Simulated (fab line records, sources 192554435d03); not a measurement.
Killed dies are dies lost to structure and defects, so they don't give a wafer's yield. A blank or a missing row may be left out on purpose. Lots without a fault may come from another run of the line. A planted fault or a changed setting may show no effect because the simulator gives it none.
Which tool did it? | flow n5_finfet | 12 lots, 36 wafers sampled, at 3 steps of a route of 1938

WHAT THE GAUGES READ, wafer by wafer
N5_BEOL_M10_CD_MEAS_18: pitch 140 nm, target cd 70 nm.
lot  | measured     | on        | cd_nm (nm)
L074 | day 11 01:54 | cd_sem-03 | 69.4 70.0 70.0
L077 | day 11 06:04 | cd_sem-02 | 70.0 70.5 71.2
L078 | day 11 19:43 | cd_sem-02 | 69.0 69.3 69.2
L080 | day 12 00:23 | cd_sem-01 | 68.9 69.6 69.7
L083 | day 12 22:17 | cd_sem-02 | 69.2 70.5 69.6
L084 | day 13 18:55 | cd_sem-02 | 69.7 70.0 70.1
L088 | day 14 01:56 | cd_sem-01 | 69.8 70.0 69.7
L087 | day 14 04:08 | cd_sem-02 | 70.2 70.7 71.2
L090 | day 14 14:17 | cd_sem-02 | 69.9 70.8 70.5
L093 | day 14 20:57 | cd_sem-02 | 69.6 69.1 70.1
L095 | day 16 03:37 | cd_sem-01 | 68.8 69.5 69.3
L096 | day 16 11:20 | cd_sem-01 | 71.7 71.9 70.5

WHICH TOOL RAN EACH LOT (tool, then ch and the chambers of the sampled wafers, then the start)
lot  | N5_BEOL_M10_ETCH_62                | N5_BEOL_M10_HM_OPEN_17
L074 | rie_diel-05 ch 1,2,3, day 11 01:28 | rie_metal-03 ch 0,1, day 11 01:41
L077 | rie_diel-01 ch 0,2,3, day 11 05:41 | rie_metal-01 ch 0,1, day 11 05:54
L078 | rie_diel-05 ch 0,1,3, day 11 19:20 | rie_metal-01 ch 0, day 11 19:32
L080 | rie_diel-06 ch 0,1,2, day 11 23:59 | rie_metal-01 ch 0,1, day 12 00:11
L083 | rie_diel-01 ch 0,1,2, day 12 21:59 | rie_metal-03 ch 0,1, day 12 22:08
L084 | rie_diel-01 ch 0,2, day 13 18:32   | rie_metal-03 ch 0,1, day 13 18:43
L088 | rie_diel-06 ch 1,2,3, day 14 01:35 | rie_metal-03 ch 0,1, day 14 01:46
L087 | rie_diel-06 ch 1,2,3, day 14 03:46 | rie_metal-03 ch 0,1, day 14 03:57
L090 | rie_diel-01 ch 0,2,3, day 14 13:49 | rie_metal-03 ch 0,1, day 14 14:00
L093 | rie_diel-05 ch 0,3, day 14 20:35   | rie_metal-01 ch 1, day 14 20:46
L095 | rie_diel-05 ch 1,2, day 16 03:15   | rie_metal-03 ch 0, day 16 03:26
L096 | rie_diel-05 ch 1,2, day 16 10:58   | rie_metal-01 ch 0,1, day 16 11:11
- N5_BEOL_M10_ETCH_62: etches SOC in N2/H2, target depth 110 nm, overetch 22 nm, time 165 s.
- N5_BEOL_M10_HM_OPEN_17: chemistry Cl2/BCl3, target TiN, target depth 20 nm, overetch 6 nm.

THE ANSWER, worked out from the rows above alone
Rule: what is usual is taken from the lots themselves. Put in order of their means at a reading, lots are off if they are a third of the lots or fewer, leave a main group of 4 or more, and stand apart from it by a gap of 3 or more times the standard deviation of the main group's means; of several such gaps the widest counts. A main group whose means are all the same, to the digits that the tables above print for the reading, isn't used. A lot without any number at a reading at which 4 lots or more have one is off too. The other lots that the step has rows for count as sound.
No lot is off at any reading shown: from this, nothing can be told.

WHAT THE SIMULATOR HAD PUT IN
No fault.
